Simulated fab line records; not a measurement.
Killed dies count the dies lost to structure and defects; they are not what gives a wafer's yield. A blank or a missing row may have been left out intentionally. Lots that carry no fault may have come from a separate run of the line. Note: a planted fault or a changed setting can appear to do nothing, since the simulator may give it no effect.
Comparing a struck lot with a sound one / flow n5Finfet / 38 steps out of a route of 1938
Sound: the wafers L907.1, L907.2, L907.6. Wafers struck: L913.2, L913.3, L913.4. The cause comes at the end.
For every step that has rows: the tool of each side, followed by ch and its chambers, followed by its first start. Under that, the readings that differ: sound wafers / struck wafers / difference of the means / sigmas: that difference in standard deviations of wafers without a fault.
alike: same words and numbers on both sides, and readings whose means sit less than 2 such deviations apart. not compared: any withheld reading, any reading some wafer has no value for, any bound like >300 that may hide the same value, and any number with overlapping values for which the record gives no deviation.
The two part at a step that has a row with sigmas, a row that says differs or no value, or rows on one side only. When numbers do not overlap yet have no deviation, they are printed without sigmas and do not part them. A reading missing from all wafers of one side parts the sides only when that side holds two or more wafers.

first, 9 steps without rows for these wafers: N5_BEOL_M4_ANNEAL_95 (time 240 s); N5_BEOL_M4_SPUTTER_96 (material Cu, target thk 4.5 nm, time 8.29 s); N5_BEOL_M4_ECD_50 (material Cu, target thk 300 nm); N5_BEOL_M4_ANNEAL_51 (time 90 s); N5_BEOL_M4_CMP_52 (polishes, stops on SiOC, t overpolish 6.8 s, target thk 40 nm); N5_BEOL_M4_PRE_CLEAN_60 (time 15 s); N5_BEOL_M4_CO_CAP_55 (material Co, precursor CCTBA/H2, target thk 2 nm, time 102.1 s); N5_BEOL_M4_PRE_CLEAN_56 (time 15 s); N5_BEOL_M4_DEP_57 (deposits SiCN from 3MS/NH3, target thk 8 nm, time 14 s).
N5_BEOL_M4_RC_MEAS_101:
  sound on prober-02 ch 0, day 10 20:58; struck on prober-01 ch 0, day 12 04:49
reading=IOFF_N (nA/um); sound=0.131 0.178 0.165; struck=0.203 0.206 0.194; difference=+0.043; sigmas=+2
reading=IOFF_P (nA/um); sound=0.167 0.220 0.213; struck=0.260 0.262 0.248; difference=+0.057; sigmas=+2
reading=VT_N (mV); sound=253.5 251.5 251.8; struck=247.5 245.3 247.8; difference=-5.4; sigmas=-2
  alike: DIBL_N, DIBL_P, ION_N, ION_P, SS_N, SS_P, VT_P
then, 24 steps without rows for these wafers: N5_BEOL_M5_ILD_DEP_00 (deposits SiCOH lowk from DEMS/porogen, target thk 140.64 nm, time 25.9 s); N5_BEOL_M5_CURE_79 (cures SiCOH lowk, time 240 s); N5_BEOL_M5_PECVD_70 (deposits SiO2 from TEOS/O2, target thk 16 nm, time 18 s); N5_BEOL_M5_HM_DEP_02 (deposits TiN, target thk 20 nm); N5_BEOL_M5_COAT_59 (time 60 s, resist thk 60 nm); N5_BEOL_M5_COAT_60 (time 60 s, resist thk 12 nm); N5_BEOL_M5_COAT_71 (time 60 s, resist thk 5 nm); N5_BEOL_M5_COAT_05 (resist thk 30 nm); N5_BEOL_M5_EBR_07; N5_BEOL_M5_SOFTBAKE_06 (time 60 s); N5_BEOL_M5_EXPOSE_08 (exposes mask M5, target cd 28 nm); N5_BEOL_M5_PEB_09 (peb time 60 s); N5_BEOL_M5_DEVELOP_10 (develop time 30 s); N5_BEOL_M5_DESCUM_16 (chemistry O2, time 7 s); N5_BEOL_M5_ETCH_72 (etches underlayer in N2/H2, target depth 6.5 nm, time 5.2 s); N5_BEOL_M5_ETCH_61 (etches SiARC in CF4, target depth 15.6 nm, time 26 s); N5_BEOL_M5_ETCH_62 (etches SOC in N2/H2, target depth 75 nm, overetch 15 nm, time 112.5 s); N5_BEOL_M5_STRIP_63 (strips in N2/H2); N5_BEOL_M5_STRIP_73 (strips in N2/H2); N5_BEOL_M5_STRIP_64 (strips in CF4); N5_BEOL_M5_HM_OPEN_17 (chemistry Cl2/BCl3, target TiN, target depth 20 nm, overetch 6 nm); N5_BEOL_M5_STRIP_19 (strips in O2); N5_BEOL_M5_COAT_65 (time 60 s, resist thk 60 nm); N5_BEOL_M5_COAT_66 (time 60 s, resist thk 12 nm).
-- here the record skips 4 days between the struck wafers' starts before and after, leaving off in module BEOL_M5 and picking up in module BEOL_M15 (first step shown: number 1822 of the route) --
N5_BEOL_M15_ECD_47: material Cu, target thk 1860 nm.
  sound on ecdCu-01 ch 0,1, day 14 10:40; struck on ecdCu-01 ch 0,1, day 16 00:34
N5_BEOL_M15_THK_MEAS_50: measures by xrf.
  struck on filmMetro-01, day 16 01:25; sound on filmMetro-02, day 14 11:31
reading=M15_THK (nm); sound=874 872 860; struck=- - -; difference=no value on the struck wafers; sigmas=
N5_BEOL_M15_RS_MEAS_54: uses a four-point probe to measure.
  struck on filmMetro-02, day 16 01:32; sound on filmMetro-02, day 14 11:39
reading=M15_RS (ohm/sq); sound=0.0215 0.0215 0.0218; struck=32.914 32.305 32.335; difference=+32.496; sigmas=+99 or more
N5_PASSIVATION_PROBE_49:
  record: rows for the struck wafers here (prober-01, day 16 19:21), none for the sound ones

== WHERE THEY PART ==
Earliest at N5_BEOL_M4_RC_MEAS_101; latest, in this record, at N5_PASSIVATION_PROBE_49.

WHY: what had been put in by the simulator
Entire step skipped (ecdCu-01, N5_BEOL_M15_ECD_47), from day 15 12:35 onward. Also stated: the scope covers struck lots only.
